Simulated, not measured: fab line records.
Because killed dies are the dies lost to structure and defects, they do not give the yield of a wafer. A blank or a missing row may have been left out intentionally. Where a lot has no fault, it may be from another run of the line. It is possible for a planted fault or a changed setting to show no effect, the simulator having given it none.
Chamber matching / flow n5Finfet / N5_BEOL_M2_PRE_CLEAN_60 on cvdCo-02: 3 sister chambers
The step time 15 s. 6 wafers are shown with their chamber, then 7 later ones without.

## WAFERS WITH THEIR CHAMBER
wafer=L085.4; chamber=0; heaterPowerW (W)=81; rfFwdPowerW (W)=298.3
wafer=L085.6; chamber=2; heaterPowerW (W)=94; rfFwdPowerW (W)=297.0
wafer=L090.1; chamber=0; heaterPowerW (W)=80; rfFwdPowerW (W)=295.3
wafer=L090.5; chamber=1; heaterPowerW (W)=72; rfFwdPowerW (W)=297.1
wafer=L091.2; chamber=2; heaterPowerW (W)=92; rfFwdPowerW (W)=298.1
wafer=L091.3; chamber=1; heaterPowerW (W)=71; rfFwdPowerW (W)=299.9

## WAFERS WITHOUT THEIR CHAMBER
wafer=L091.6; heaterPowerW (W)=80; rfFwdPowerW (W)=297.2
wafer=L094.2; heaterPowerW (W)=94; rfFwdPowerW (W)=296.9
wafer=L094.3; heaterPowerW (W)=72; rfFwdPowerW (W)=297.2
wafer=L094.5; heaterPowerW (W)=70; rfFwdPowerW (W)=298.3
wafer=L096.1; heaterPowerW (W)=93; rfFwdPowerW (W)=298.4
wafer=L096.3; heaterPowerW (W)=80; rfFwdPowerW (W)=299.2
wafer=L096.5; heaterPowerW (W)=94; rfFwdPowerW (W)=296.7

## WHICH CHAMBER EACH WENT THROUGH
wafer=L091.6; from the rows above=0; in truth=0
wafer=L094.2; from the rows above=2; in truth=2
wafer=L094.3; from the rows above=1; in truth=1
wafer=L094.5; from the rows above=1; in truth=1
wafer=L096.1; from the rows above=2; in truth=2
wafer=L096.3; from the rows above=0; in truth=0
wafer=L096.5; from the rows above=2; in truth=2
Placed correctly: 7 of 7. Left unplaced by these rows: 0. Placed wrongly: 0.
How it was worked out, from the rows above alone: a wafer's distance from a chamber is the root of the sum, over the readings, of the square of ((its reading less the chamber's mean) divided by the reading's scatter). If the next closest chamber is less than 2 further off than the closest, the wafer can't be placed; otherwise it belongs to the closest. For every chamber, the mean is computed from those of its wafers that are shown. The scatter: take each reading less its chamber's mean, square it, sum over the shown wafers, divide by the number of wafers less the number of chambers, and take the root.
